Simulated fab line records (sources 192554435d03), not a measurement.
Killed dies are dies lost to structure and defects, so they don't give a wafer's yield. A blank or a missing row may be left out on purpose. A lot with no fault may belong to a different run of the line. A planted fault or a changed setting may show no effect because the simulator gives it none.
Matching of chambers | flow n5 finfet | N5_FIN_SAQP_HM_OPEN_73 on rie diel-04 has 4 sister chambers
The step chemistry CHF3/O2, target SiO2, stops on a-Si, target depth 12 nm, time 16.8 s. 4 wafers are shown with their chamber, then 9 later ones without.

== WAFERS PAIRED WITH THEIR CHAMBERS ==
wafer  | chamber | rf vpp V (V)
L086.5 | 0       | 548
L089.2 | 1       | 517
L089.4 | 2       | 546
L089.6 | 3       | 480

== WAFERS WHOSE CHAMBER IS MISSING ==
wafer  | rf vpp V (V)
L092.1 | 481
L092.3 | 517
L092.4 | 547
L093.1 | 545
L093.5 | 546
L093.6 | 520
L097.2 | 546
L097.4 | 480
L097.5 | 545

== EACH ONE'S CHAMBER ==
wafer  | from the rows above     | in truth
L092.1 | 3                       | 3
L092.3 | 1                       | 1
L092.4 | can't be placed: 0 or 2 | 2
L093.1 | can't be placed: 2 or 0 | 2
L093.5 | can't be placed: 2 or 0 | 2
L093.6 | 1                       | 1
L097.2 | can't be placed: 2 or 0 | 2
L097.4 | 3                       | 3
L097.5 | can't be placed: 2 or 0 | 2
Placed correctly: 4 of 9. Cannot be placed on the basis of these rows: 5; the candidates contain the true chamber in 5. Number placed wrongly: 0.
How it was worked out, from the rows above alone: a wafer's distance from a chamber is the root of the sum, over the readings, of the square of ((its reading less the chamber's mean) divided by the reading's scatter). The wafer belongs to the nearest chamber; if the next one is less than 2 further off, it can't be placed. Each chamber's mean is taken over the wafers shown for it. The scatter: with one shown wafer a chamber, the root of the mean of the squares of how far each hidden wafer lies from its nearest shown one.
